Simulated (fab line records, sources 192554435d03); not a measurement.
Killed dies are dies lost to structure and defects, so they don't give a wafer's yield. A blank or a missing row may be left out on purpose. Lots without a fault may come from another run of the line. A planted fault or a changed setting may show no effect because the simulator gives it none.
Split-lot experiment | flow n5_finfet | 7 lots, 21 wafers read, on a route of 1938 steps

THE SPLIT
At N5_BEOL_M3_COAT_62 (time 60 s, resist thk 12 nm), the setting spin_rpm was moved away from the recipe's 1500 rpm on 7 of the 21 wafers read, by -9.2% to +11.1%. The other wafers ran this setting at the recipe's value.

The reading is taken at the split's own step.

THE READING
SiARC_of_BEOL_M3_COAT_62.thk_nm (the simulator's own value, which no gauge read), in nm, at N5_BEOL_M3_COAT_62 (time 60 s, resist thk 12 nm). The file gives no usual value for it.

wafer  | tool, chamber at the split | spin_rpm as run, rpm | against the recipe | SiARC_of_BEOL_M3_COAT_62.thk_nm, nm | against lot-mates on the recipe
L074.1 | litho_track-05, 0          | 1366                 | -8.9%              | 12.6                                | +0.6
L074.2 | litho_track-05, 0          | 1500                 | recipe             | 12                                  | -
L074.4 | litho_track-05, 0          | 1500                 | recipe             | 12                                  | -
L076.4 | litho_track-05, 0          | 1500                 | recipe             | 12                                  | -
L076.6 | litho_track-05, 0          | 1500                 | recipe             | 12                                  | -
L076.5 | litho_track-05, 0          | 1666                 | +11.1%             | 11.4                                | -0.6
L078.2 | litho_track-04, 0          | 1500                 | recipe             | 12                                  | -
L078.4 | litho_track-04, 0          | 1500                 | recipe             | 12                                  | -
L078.6 | litho_track-04, 0          | 1569                 | +4.6%              | 11.6                                | -0.4
L084.2 | litho_track-04, 0          | 1500                 | recipe             | 12                                  | -
L084.5 | litho_track-04, 0          | 1500                 | recipe             | 12                                  | -
L084.6 | litho_track-04, 0          | 1500                 | recipe             | 12                                  | -
L087.1 | litho_track-05, 0          | 1394                 | -7.1%              | 12.4                                | +0.4
L087.6 | litho_track-05, 0          | 1394                 | -7.1%              | 12.4                                | +0.4
L087.5 | litho_track-05, 0          | 1500                 | recipe             | 12                                  | -
L090.1 | litho_track-04, 0          | 1500                 | recipe             | 12                                  | -
L090.3 | litho_track-04, 0          | 1500                 | recipe             | 12                                  | -
L090.6 | litho_track-04, 0          | 1500                 | recipe             | 12                                  | -
L095.2 | litho_track-04, 0          | 1500                 | recipe             | 12                                  | -
L095.4 | litho_track-04, 0          | 1362                 | -9.2%              | 12.6                                | +0.6
L095.6 | litho_track-04, 0          | 1362                 | -9.2%              | 12.6                                | +0.6

THE FIT
A straight line over all 21 wafers: SiARC_of_BEOL_M3_COAT_62.thk_nm changes by -0.062 nm for each +1% of spin_rpm; r = -0.99; the points scatter about the line by 0.038 nm.
The same after taking each lot's own level away (the mean of its wafers on the recipe; 21 wafers): -0.062 nm for each +1%; r = -0.99; scatter 0.038 nm.
On that fit, the largest move of spin_rpm shifts the reading by 0.69 nm.
The lots' own levels span 12.00 to 12.00 nm.
So the lot-to-lot level changes the slope little: the two slopes agree.
Check: with one of the wafers moved furthest among these (+11.1%) left out of the fit, the line predicts -0.738 nm for it against its lot-mates. It came out at -0.6 nm against them.

OTHER SPLITS ON THESE WAFERS
These wafers also went through other splits before the reading. Each is held against what the fit with the lots' levels taken away leaves over:
other split on the same wafers            | wafers away from the commonest value | r with SiARC_of_BEOL_M3_COAT_62.thk_nm (lot level and that fit taken away)
N5_MOL_CONTACT_COAG_PECVD_31 temp_c       | 8                                    | +0.00
N5_MOL_CONTACT_COAG_CVD_140 target_thk_a  | 7                                    | +0.00
N5_BEOL_M0_SAQP_SPACER1_ALD_98 ald_cycles | 6                                    | -0.18
N5_BEOL_M0_ETCH_128 source_w              | 3                                    | +0.00
N5_BEOL_M1_COAT_05 spin_rpm               | 5                                    | +0.16
N5_BEOL_M1_EXPOSE_08 dose_mj              | 8                                    | +0.06
N5_BEOL_M2_TRENCH_ETCH_37 bias_w          | 7                                    | -0.07

THE FILE'S OWN FIT
SiARC_of_BEOL_M3_COAT_62.thk_nm changes by -0.062 nm for each +1% of spin_rpm, r = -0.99.
